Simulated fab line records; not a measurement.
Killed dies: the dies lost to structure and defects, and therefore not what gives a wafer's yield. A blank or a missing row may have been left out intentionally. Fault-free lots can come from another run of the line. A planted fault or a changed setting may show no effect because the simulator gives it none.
Chamber matching    flow nand-harc    NHARC_P_GATE_DESCUM_93 on rie-diel-10: 4 sister chambers
The step chemistry O2, time 3 s. 8 wafers are shown with their chamber, then 9 later ones without.

== EACH WAFER AND ITS CHAMBER ==
wafer   chamber  drypump-motor-current-A (A)  oes-product-au (a.u.)
L075.4  0        5.9                          1.015
L076.6  1        6.5                          1.001
L082.3  0        5.9                          1.026
L083.2  1        6.5                          1.007
L083.4  3        6.1                          0.992
L086.4  2        5.9                          0.996
L086.5  2        6.0                          0.993
L086.6  3        6.1                          0.989

== WAFERS WITH NO CHAMBER GIVEN ==
wafer   drypump-motor-current-A (A)  oes-product-au (a.u.)
L089.2  5.9                          1.017
L089.5  6.0                          0.998
L089.6  6.5                          0.996
L092.2  6.0                          1.008
L092.3  6.5                          0.982
L092.4  5.9                          1.017
L093.2  6.5                          0.991
L093.4  5.9                          1.022
L093.6  5.9                          1.022

== CHAMBER TAKEN BY EACH ==
wafer   from the rows above           in truth
L089.2  0                             0
L089.5  can't be placed: 2 or 3       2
L089.6  1                             1
L092.2  can't be placed: 2 or 0 or 3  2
L092.3  1                             1
L092.4  0                             0
L093.2  1                             1
L093.4  0                             0
L093.6  0                             0
7 of 9 placed correctly. Can't be placed from these rows: 2 (the true chamber is among the candidates in 2). Wrongly placed: 0.
How it was worked out, from the rows above alone: a wafer's distance from a chamber is the root of the sum, over the readings, of the square of ((its reading less the chamber's mean) divided by the reading's scatter). If the next closest chamber is less than 2 further off than the closest, the wafer can't be placed; otherwise it belongs to the closest. A chamber's mean is the mean of its shown wafers. How the scatter is found: for the shown wafers, subtract from each reading the mean of its chamber, square and add these, divide the total by (wafers less chambers), then take the root.
